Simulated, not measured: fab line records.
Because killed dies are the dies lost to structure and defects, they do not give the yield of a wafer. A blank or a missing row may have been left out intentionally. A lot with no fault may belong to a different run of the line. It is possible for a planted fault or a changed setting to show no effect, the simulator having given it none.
A struck lot beside a sound one ; flow n5_finfet ; 14 out of 1938 route steps
Sound: these wafers, L898.2, L898.4, L898.6. Struck: wafer L908.1. (L908.3 of the same lot was not struck and is left out.) The cause comes at the end.
At each step with rows: each side's tool, then ch and its chambers, then its first start. Under that, the readings that differ: sound wafers ; struck wafers ; difference of the means ; sigmas: that difference in standard deviations of wafers without a fault.
alike: same words and numbers on both sides, and readings whose means sit less than 2 such deviations apart. not compared: any withheld reading, any reading some wafer has no value for, any bound like >300 that may hide the same value, and any number with overlapping values for which the record gives no deviation.
The two part at a step that has a row with sigmas, a row that says differs or no value, or rows on one side only. Non-overlapping numbers with no deviation appear without sigmas and do not part them. A reading missing from all wafers of one side parts the sides only when that side holds two or more wafers.

N5_BEOL_M5_OVL_MEAS_29:
  sound on overlay-02 ch 0, day 11 00:27; struck on overlay-01 ch 0, day 14 04:06
  alike: V4_OVL
N5_BEOL_M5_INSPECT_30: inspects for defects (brightfield).
  sound on defect_inspect-02 at day 11 00:31; struck on defect_inspect-01 at day 14 04:10
  alike: raw_defect_count
N5_BEOL_M5_DESCUM_33: chemistry O2, time 7 s.
  sound on rie_diel-03 ch 0,1,2, day 11 00:34; struck on rie_diel-01 ch 2, day 14 04:12
  alike: drypump_motor_current_A, oes_product_au, rf_vpp_V, showerhead_plenum_p_Torr, throttle_valve_pct
  not compared: rf_hours_counter_h
N5_BEOL_M5_ETCH_75: etches underlayer in N2/H2, target depth 6.5 nm, time 5.2 s.
  sound on rie_diel-03 ch 0,1,2, day 11 00:36; struck on rie_diel-01 ch 2, day 14 04:14
  alike: drypump_motor_current_A, etch_rf_on_time_s, oes_product_au, rf_vpp_V, showerhead_plenum_p_Torr, throttle_valve_pct
  not compared: rf_hours_counter_h
N5_BEOL_M5_ETCH_67: etches SiARC in CF4, target depth 15.6 nm, time 26 s.
  sound on rie_diel-03 ch 0,1,2, day 11 00:37; struck on rie_diel-01 ch 2, day 14 04:15
  alike: cf4_flow_sccm, drypump_motor_current_A, etch_rf_on_time_s, oes_product_au, rf_vpp_V, showerhead_plenum_p_Torr, throttle_valve_pct
  not compared: rf_hours_counter_h
N5_BEOL_M5_ETCH_68: etches SOC in N2/H2, target depth 80 nm, overetch 16 nm, time 120 s.
  sound on rie_diel-03 ch 0,1,2, day 11 00:38; struck on rie_diel-01 ch 2, day 14 04:17
  alike: drypump_motor_current_A, oes_product_au, rf_vpp_V, showerhead_plenum_p_Torr, throttle_valve_pct
  not compared: rf_hours_counter_h
then, 2 steps without rows for these wafers: N5_BEOL_M5_STRIP_69 (strips in N2/H2); N5_BEOL_M5_STRIP_76 (strips in N2/H2).
N5_BEOL_M5_VIA_ETCH_34: etches SiCOH lowk in C4F6/O2, target depth 88.3 nm, time 39.2 s.
  sound on rie_diel-03 ch 0,1,2, day 11 00:44; struck on rie_diel-01 ch 2, day 14 04:23
  alike: drypump_motor_current_A, oes_f_703_au, oes_product_au, rf_vpp_V, showerhead_plenum_p_Torr, throttle_valve_pct
  not compared: rf_hours_counter_h
then, 3 steps without rows for these wafers: N5_BEOL_M5_STRIP_85 (strips in C4F6/O2); N5_BEOL_M5_STRIP_36 (strips in N2/H2); N5_BEOL_M5_TRENCH_ETCH_37 (etches SiCOH lowk in C4F6/O2, target depth 71.652 nm, time 24.7 s).
N5_BEOL_M5_ETCH_41: etches SiCN in CH3F/O2, target depth 31.5 nm, time 56.7 s.
  sound on rie_diel-03 ch 0,1,2, day 11 00:52; struck on rie_diel-01 ch 2, day 14 04:29
reading;sound;struck;difference;sigmas
model.etch.depth_nm (nm);20.71 21.88 21.72;13.07;-8.37;
  alike: drypump_motor_current_A, oes_product_au, rf_vpp_V, showerhead_plenum_p_Torr, throttle_valve_pct
  not compared: rf_hours_counter_h
then, 1 step without rows for these wafers: N5_BEOL_M5_STRIP_91 (strips in N2/H2, time 10 s).

== WHERE THEY PART ==
Nowhere in this record.

WHY: whatever the simulator had introduced
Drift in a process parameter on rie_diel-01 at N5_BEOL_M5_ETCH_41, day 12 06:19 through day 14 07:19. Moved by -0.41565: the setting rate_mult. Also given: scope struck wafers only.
